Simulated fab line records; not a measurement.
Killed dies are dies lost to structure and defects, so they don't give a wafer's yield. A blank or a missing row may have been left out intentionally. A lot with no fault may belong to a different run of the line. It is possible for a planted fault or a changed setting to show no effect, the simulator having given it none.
Matching of chambers | flow nand harc | 4 sister chambers for NHARC_P_M0_STRIP_18 on rie diel-13
The step strips in N2/H2. 8 wafers are shown with their chamber, then 9 later ones without.

WAFERS PAIRED WITH THEIR CHAMBERS
wafer  | chamber | drypump motor current A (A) | oes product au (a.u.)
L603.2 | 3       | 6.6                         | 1.020
L605.2 | 0       | 5.5                         | 0.996
L605.3 | 2       | 5.7                         | 1.008
L608.4 | 3       | 6.6                         | 1.011
L608.5 | 0       | 5.5                         | 1.003
L610.2 | 1       | 5.6                         | 1.006
L610.4 | 2       | 5.8                         | 1.002
L610.6 | 1       | 5.6                         | 1.001

WAFERS WITHOUT THEIR CHAMBER
wafer  | drypump motor current A (A) | oes product au (a.u.)
L611.1 | 5.8                         | 1.013
L611.3 | 5.6                         | 0.987
L611.4 | 6.6                         | 1.023
L617.3 | 5.5                         | 1.006
L617.4 | 6.6                         | 1.020
L617.6 | 5.5                         | 1.022
L618.3 | 5.5                         | 0.995
L618.5 | 5.6                         | 0.997
L618.6 | 5.5                         | 1.011

WHICH CHAMBER EACH ONE RAN IN
wafer  | from the rows above     | in truth
L611.1 | 2                       | 2
L611.3 | can't be placed: 1 or 0 | 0
L611.4 | 3                       | 3
L617.3 | can't be placed: 0 or 1 | 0
L617.4 | 3                       | 3
L617.6 | can't be placed: 0 or 1 | 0
L618.3 | 0                       | 0
L618.5 | can't be placed: 1 or 0 | 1
L618.6 | can't be placed: 0 or 1 | 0
Correct placement for 4 of the 9. Cannot be placed on the basis of these rows: 5; the candidates contain the true chamber in 5. 0 placed wrongly.
How it was worked out, from the rows above alone: a wafer's distance from a chamber is the root of the sum, over the readings, of the square of ((its reading less the chamber's mean) divided by the reading's scatter). If the next closest chamber is less than 2 further off than the closest, the wafer can't be placed; otherwise it belongs to the closest. For every chamber, the mean is computed from those of its wafers that are shown. How the scatter is found: for the shown wafers, subtract from each reading the mean of its chamber, square and add these, divide the total by (wafers less chambers), then take the root.
